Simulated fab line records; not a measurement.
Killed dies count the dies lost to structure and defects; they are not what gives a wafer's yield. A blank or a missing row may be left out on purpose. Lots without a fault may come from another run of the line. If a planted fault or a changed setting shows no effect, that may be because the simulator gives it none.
Matching of chambers	flow nand harc	NHARC_A_CONTACT_CMP_20 on cmp-04 has 4 sister chambers
The step polishes, t overpolish 30 s, target thk 300 nm. 8 wafers are shown with their chamber, then 9 later ones without.

## WAFERS PAIRED WITH THEIR CHAMBERS
wafer	chamber	motor current A (A)	overpolish run s (s)
L082.4	2	11.7	30.020
L082.5	3	12.7	29.988
L085.2	2	12.1	29.995
L085.4	1	14.4	29.992
L085.6	3	13.9	29.997
L090.1	0	11.6	30.014
L090.4	1	14.2	29.987
L090.5	0	11.1	30.006

## WAFERS MISSING THEIR CHAMBER
wafer	motor current A (A)	overpolish run s (s)
L091.1	11.5	29.998
L091.3	14.6	29.985
L091.4	12.7	30.002
L092.1	13.7	30.006
L092.2	11.4	29.986
L092.5	13.8	30.000
L097.1	13.9	30.002
L097.2	14.6	30.007
L097.4	11.7	30.000

## WHICH CHAMBER EACH ONE RAN IN
wafer	from the rows above	in truth
L091.1	can't be placed: 0 or 2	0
L091.3	1	1
L091.4	can't be placed: 3 or 2 or 0 or 1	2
L092.1	can't be placed: 3 or 1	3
L092.2	can't be placed: 2 or 0 or 3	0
L092.5	can't be placed: 3 or 1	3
L097.1	can't be placed: 1 or 3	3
L097.2	can't be placed: 1 or 3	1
L097.4	can't be placed: 2 or 0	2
Correct placement for 1 of the 9. These rows do not allow placing 8 (true chamber among the candidates in 8). Number placed wrongly: 0.
How it was worked out, from the rows above alone: a wafer's distance from a chamber is the root of the sum, over the readings, of the square of ((its reading less the chamber's mean) divided by the reading's scatter). If the next closest chamber is less than 2 further off than the closest, the wafer can't be placed; otherwise it belongs to the closest. Each chamber's mean is taken over the wafers shown for it. The scatter: take each reading less its chamber's mean, square it, sum over the shown wafers, divide by the number of wafers less the number of chambers, and take the root.
